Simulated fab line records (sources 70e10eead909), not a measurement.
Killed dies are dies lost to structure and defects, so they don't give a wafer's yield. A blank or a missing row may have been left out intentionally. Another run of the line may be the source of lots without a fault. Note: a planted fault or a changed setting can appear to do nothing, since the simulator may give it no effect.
What tool caused it? | flow nand_harc | 13 lots with 39 wafers sampled at 4 steps, on a route of 1302 steps

== WHAT THE GAUGES READ, wafer by wafer ==
NHARC_A_ONON_D2_THK_MEAS_05: measures by ellipsometry.
lot  | measured     | on            | thk_nm (nm)
L225 | day 12 18:39 | film_metro-02 | 1003 1002 1004
L227 | day 13 04:16 | film_metro-01 | 1001 1002 1000
L232 | day 15 18:46 | film_metro-01 | 1002 1002 1003
L231 | day 15 18:56 | film_metro-02 | 994 996 997
L234 | day 16 02:08 | film_metro-02 | 1006 1007 1007
L235 | day 17 05:43 | film_metro-02 | 1017 1018 1014
L236 | day 17 05:50 | film_metro-02 | 984 984 985
L243 | day 20 01:32 | film_metro-02 | 999 1000 1000
L244 | day 20 01:51 | film_metro-02 | 998 999 998
L245 | day 20 17:59 | film_metro-02 | 990 991 993
L246 | day 22 00:27 | film_metro-02 | 1013 1014 1013
L248 | day 22 00:36 | film_metro-01 | 1009 1008 1006
L247 | day 22 00:49 | film_metro-01 | 1006 1007 1006

NHARC_A_ONON_D2_THK_MEAS_11: measures by ellipsometry.
lot  | measured     | on            | thk_nm (nm)
L225 | day 12 19:47 | film_metro-01 | 996 994 994
L227 | day 13 05:24 | film_metro-01 | 1010 1009 1008
L232 | day 15 19:54 | film_metro-02 | 1002 1001 1001
L231 | day 15 20:04 | film_metro-02 | 991 991 992
L234 | day 16 03:16 | film_metro-01 | 1014 1014 1015
L235 | day 17 06:52 | film_metro-02 | 1005 1005 1004
L236 | day 17 06:58 | film_metro-02 | 977 975 976
L243 | day 20 03:15 | film_metro-02 | 987 989 988
L244 | day 20 03:36 | film_metro-02 | 996 996 997
L245 | day 20 19:07 | film_metro-01 | 1005 1005 1003
L246 | day 22 01:35 | film_metro-02 | 1003 1004 1002
L248 | day 22 01:43 | film_metro-01 | 1003 1003 1003
L247 | day 22 01:56 | film_metro-01 | 1003 1001 1004

NHARC_A_ONON_D2_THK_MEAS_18: measures by ellipsometry.
lot  | measured     | on            | thk_nm (nm)
L225 | day 13 05:25 | film_metro-01 | 982 985 981
L227 | day 13 14:01 | film_metro-02 | 985 985 984
L232 | day 16 03:47 | film_metro-01 | 995 996 994
L231 | day 16 03:47 | film_metro-01 | 979 982 981
L234 | day 16 12:48 | film_metro-02 | 991 941 936
L235 | day 17 14:49 | film_metro-02 | 998 943 996
L236 | day 17 14:57 | film_metro-02 | 1015 1017 1018
L243 | day 20 11:26 | film_metro-02 | 984 984 984
L244 | day 20 11:26 | film_metro-02 | 1012 1012 1013
L245 | day 21 03:40 | film_metro-01 | 1022 1023 1022
L246 | day 22 12:05 | film_metro-02 | 972 973 972
L248 | day 22 12:05 | film_metro-01 | 996 993 996
L247 | day 22 12:08 | film_metro-01 | 986 988 988

== WHICH TOOL RAN EACH LOT (tool, then ch and the chambers of the sampled wafers, then the start) ==
lot  | NHARC_A_ONON_D2_DEP_16
L225 | pecvd_onon-02 ch 0, day 13 04:54
L227 | pecvd_onon-03 ch 0, day 13 13:37
L232 | pecvd_onon-03 ch 0, day 16 03:17
L231 | pecvd_onon-04 ch 0, day 16 03:28
L234 | pecvd_onon-03 ch 0, day 16 12:25
L235 | pecvd_onon-03 ch 0, day 17 14:21
L236 | pecvd_onon-04 ch 0, day 17 14:33
L243 | pecvd_onon-03 ch 0, day 20 10:55
L244 | pecvd_onon-04 ch 0, day 20 11:05
L245 | pecvd_onon-02 ch 0, day 21 03:17
L246 | pecvd_onon-03 ch 0, day 22 11:35
L248 | pecvd_onon-02 ch 0, day 22 11:42
L247 | pecvd_onon-04 ch 0, day 22 11:35
- NHARC_A_ONON_D2_DEP_16: target thk 1000 nm.

== WHAT THE TOOLS THEMSELVES READ (means of the sampled wafers that have a number; where no wafer has one, the mark that the record gives instead) ==
NHARC_A_ONON_D2_DEP_16.
lot  | tool          | n2_flow_sccm (sccm) | sih4_flow_sccm (sccm)
L225 | pecvd_onon-02 | 2749                | 209.7
L227 | pecvd_onon-03 | 2745                | 210.8
L232 | pecvd_onon-03 | 2747                | 209.8
L231 | pecvd_onon-04 | 2760                | 210.7
L234 | pecvd_onon-03 | 2744                | 210.6
L235 | pecvd_onon-03 | 2751                | 209.9
L236 | pecvd_onon-04 | 2753                | 210.5
L243 | pecvd_onon-03 | 2749                | 210.0
L244 | pecvd_onon-04 | 2747                | 209.5
L245 | pecvd_onon-02 | 2748                | 209.6
L246 | pecvd_onon-03 | 2749                | 210.7
L248 | pecvd_onon-02 | 2757                | 210.9
L247 | pecvd_onon-04 | 2747                | 210.4

== THE ANSWER, worked out from the rows above alone ==
Rule: the usual values come from the lots themselves. The widest of any qualifying gaps counts: lots, ordered by their means at a reading, are off when they make up no more than a third of the lots, leave a main group of 4 or more, and stand apart from it by 3 or more times the standard deviation of that group's means. A main group is skipped when, at the precision printed for the reading in the tables above, its means are all equal. Also off: a lot with no number at a reading for which 4 or more lots have one. Where the step has rows for the other lots, those lots are counted as sound. The gauges are gone through in route order, then the tools' own readings, and for those a lot's mean is taken as printed above. At the first step where some lot is off, the reading lying furthest off is the one used; lots without a number count as furthest.
No lot is off on any of the readings shown, so nothing can be concluded from this.

== WHAT HAD BEEN PUT IN BY THE SIMULATOR ==
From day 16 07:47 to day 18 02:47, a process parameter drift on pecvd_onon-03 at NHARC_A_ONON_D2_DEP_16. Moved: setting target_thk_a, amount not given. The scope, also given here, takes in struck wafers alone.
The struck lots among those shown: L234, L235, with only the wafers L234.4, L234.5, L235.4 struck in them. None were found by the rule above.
